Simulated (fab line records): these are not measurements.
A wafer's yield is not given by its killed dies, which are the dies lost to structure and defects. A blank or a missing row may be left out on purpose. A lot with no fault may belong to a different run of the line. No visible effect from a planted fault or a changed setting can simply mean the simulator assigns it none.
Comparing a struck lot with a sound one | flow nandHarc | 11 steps out of a route of 1302
Sound: wafers L918.2, L918.4, L918.6. Wafers struck: L927.1, L927.2, L927.6. At the end, the cause is stated.
At each step with rows: each side's tool, then ch and its chambers, then its first start. Under that, the readings that differ: sound wafers | struck wafers | difference of the means | sigmas: that difference in standard deviations of wafers without a fault.
alike: readings with means less than 2 such deviations apart, plus words and numbers identical on both sides. not compared: withheld readings, readings lacking a value on some wafer, bounds such as >300 that could conceal the same value, and numbers that have no deviation in the record and whose values overlap.
The two part at a step that has a row with sigmas, a row that says differs or no value, or rows on one side only. Numbers that don't overlap but have no deviation are shown without sigmas and don't part them. Lack of a reading on every wafer of one side parts them only where that side has two or more wafers.

NHARC_A_STAIRCASE_DEP_322: deposits SiO2, target thk 7200 nm.
  sound on pecvd-02 ch 1,2, day 20 14:13; struck on pecvd-02 ch 0,1,2, day 24 21:09
  alike: heaterPowerW, rfFwdPowerW
then, 1 step without rows for these wafers: NHARC_A_STAIRCASE_ANNEAL_323 (time 1800 s).
NHARC_A_STAIRCASE_DEP_325: deposits SiO2, target thk 7200 nm.
  sound on pecvd-02 ch 0,2, day 20 22:02; struck on pecvd-02 ch 0,1,2, day 25 05:04
  alike: heaterPowerW, rfFwdPowerW
then, 6 steps without rows for these wafers: NHARC_A_STAIRCASE_ANNEAL_326 (time 1800 s); NHARC_A_STAIRCASE_DEHYDRATE_433 (time 120 s); NHARC_A_STAIRCASE_HMDS_434 (time 30 s); NHARC_A_STAIRCASE_COAT_435; NHARC_A_STAIRCASE_SOFTBAKE_436 (time 170 s); NHARC_A_STAIRCASE_EBR_437.
NHARC_A_STAIRCASE_EXPOSE_438: exposes mask STAIR REV.
  sound on krfScanner-03 ch 0, day 21 08:10; struck on krfScanner-02, day 25 12:28
  no value came back on the struck wafers for exposureDoseMJCm2, focusOffsetNm (nm); on the sound wafers exposureDoseMJCm2 reads 29.00 29.02 28.95
  alike: mask
then, 1 step without rows for these wafers: NHARC_A_STAIRCASE_PEB_439 (peb time 130 s).

== WHERE THEY PART ==
Only at NHARC_A_STAIRCASE_EXPOSE_438, as far as this record shows.

WHY: whatever the simulator had introduced
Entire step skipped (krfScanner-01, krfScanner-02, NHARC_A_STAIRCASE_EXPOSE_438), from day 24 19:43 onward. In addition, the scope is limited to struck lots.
